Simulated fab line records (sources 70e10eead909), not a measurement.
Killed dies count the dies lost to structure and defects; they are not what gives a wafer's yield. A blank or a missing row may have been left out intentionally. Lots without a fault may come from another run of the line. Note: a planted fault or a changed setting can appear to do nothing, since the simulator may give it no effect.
Problem report, 8D (eight disciplines) form, completed by code + flow nand harc + the parts of the form that need people (team, actions taken, sign-off) are left out

1. WHAT IS WRONG
Wafers without a fault read 1001 nm, standard deviation 11; thk nm at NHARC_A_ONON_D2_THK_MEAS_21 reads a mean of 1399 nm on 3 wafers belonging to 2 lots. Relative to the usual mean, that is a shift of +36 standard deviations.
The step: measures by ellipsometry.
Earliest sighting: wafer L918.2 on film metro-01 at day 16 01:07. The record has a number at this step for 37 wafers belonging to 13 lots. Rule for "out", or "out of limits": more than 4 standard deviations from the usual mean. All remaining wafers that have a number are taken as sound.

2. WHAT IT IS AND WHAT IT IS NOT
| question                    | is                     | is not                                                                                                         |
|-----------------------------|------------------------|----------------------------------------------------------------------------------------------------------------|
| which readings at this step | thk nm                 | -                                                                                                              |
| which lots                  | L918, L919             | L911, L913, L914, L915, L925, L926, L927, L928, L929, L931, L933                                               |
| which wafers of those lots  | L918.2, L919.2, L919.4 | L919.3                                                                                                         |
| read on which gauges        | film metro-01          | film metro-02                                                                                                  |
| when                        | from day 16 01:07      | up to then (12 sound wafers); but 22 sound wafers of L919, L925, L926, L927, L928, L929, L931, L933 came after |

3. THE SUSPECTS, EACH WITH WHAT RULES IT OUT
Counting: if a tool at a process step up to the reading ran every lot that is out, it stays a suspect. Sound lots after the first of them don't rule it out here, since some wafers of a struck lot are sound.
- the gauge at NHARC_A_ONON_D2_THK_MEAS_21 is ruled out. All the wafers that are out were read on film metro-01, but those of them that NHARC_END_SORT_01 has rows for are out there too, on other tools.
- pecvd onon-03 at NHARC_A_ONON_D2_DEP_19 (target thk 1000 nm): kept. It ran every lot that is out, first L918 (day 16 00:40); its last sound lot up to then is L915 (day 14 22:16).
After counting, what remains is pecvd onon-03 at NHARC_A_ONON_D2_DEP_19.

4. THE CAUSE (what the simulator had put in)
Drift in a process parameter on pecvd onon-03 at NHARC_A_ONON_D2_DEP_19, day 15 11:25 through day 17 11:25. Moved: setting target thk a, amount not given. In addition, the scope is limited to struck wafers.
The count eliminated every tool but this one.

5. THE CHAIN OF EFFECTS, in route order
Rows list readings where the struck wafers' mean (over those with a number) sits beyond 3 standard deviations from the usual. Only readings for which the record gives a usual standard deviation are gone through. hours: the time from each lot's start at the first step in this table that gives one to its start at this step, as a median over the lots. sigmas: the change in usual standard deviations.
| hours | step                        | reading         | usual   | on struck wafers | change | sigmas |
|-------|-----------------------------|-----------------|---------|------------------|--------|--------|
| 0     | NHARC_A_ONON_D2_THK_MEAS_21 | thk nm          | 1001 nm | 1399             | +398   | +36    |
| 299   | NHARC_END_SORT_01           | killed at array | 53      | 674              | +621   | +31    |
| 299   | NHARC_END_SORT_01           | killed dies     | 58      | 677              | +619   | +31    |

6. HOW IT WOULD HAVE BEEN CAUGHT EARLIER
The first out-of-limits reading at a measuring or inspecting step in this record came at day 16 01:07, 14 hours after the fault's start at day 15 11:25.
L919, from the lots that are out (2), started NHARC_A_ONON_D2_DEP_19 on pecvd onon-03 later than day 16 01:07. Holding the tool at that time would have saved it.
